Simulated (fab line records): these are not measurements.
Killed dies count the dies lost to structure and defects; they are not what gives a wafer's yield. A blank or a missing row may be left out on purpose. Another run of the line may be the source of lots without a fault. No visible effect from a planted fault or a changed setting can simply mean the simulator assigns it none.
Matching of chambers -- flow n5 finfet -- 4 sister chambers for N5_BEOL_M4_DESCUM_16 on rie diel-03
The step chemistry O2, time 7 s. 4 wafers are shown with their chamber, then 10 later ones without.

## WAFERS WITH THEIR CHAMBER
wafer,chamber,throttle valve pct (%)
L085.4,1,20.03
L085.6,2,20.87
L090.1,0,20.28
L090.2,3,20.64

## WAFERS WITHOUT THEIR CHAMBER
wafer,throttle valve pct (%)
L090.3,20.01
L091.1,20.67
L091.4,20.27
L091.6,20.90
L093.3,20.89
L093.4,20.29
L093.6,20.90
L097.1,20.67
L097.4,20.91
L097.6,20.90

## EACH ONE'S CHAMBER
wafer,from the rows above,in truth
L090.3,1,1
L091.1,3,3
L091.4,0,0
L091.6,2,2
L093.3,2,2
L093.4,0,0
L093.6,2,2
L097.1,3,3
L097.4,2,2
L097.6,2,2
Correctly placed: 10 of 10. Not placeable from these rows: 0. Wrongly placed: 0.
How it was worked out, from the rows above alone: a wafer's distance from a chamber is the root of the sum, over the readings, of the square of ((its reading less the chamber's mean) divided by the reading's scatter). The wafer belongs to the nearest chamber; if the next one is less than 2 further off, it can't be placed. Each chamber's mean is taken over the wafers shown for it. The scatter: with one shown wafer a chamber, the root of the mean of the squares of how far each hidden wafer lies from its nearest shown one.
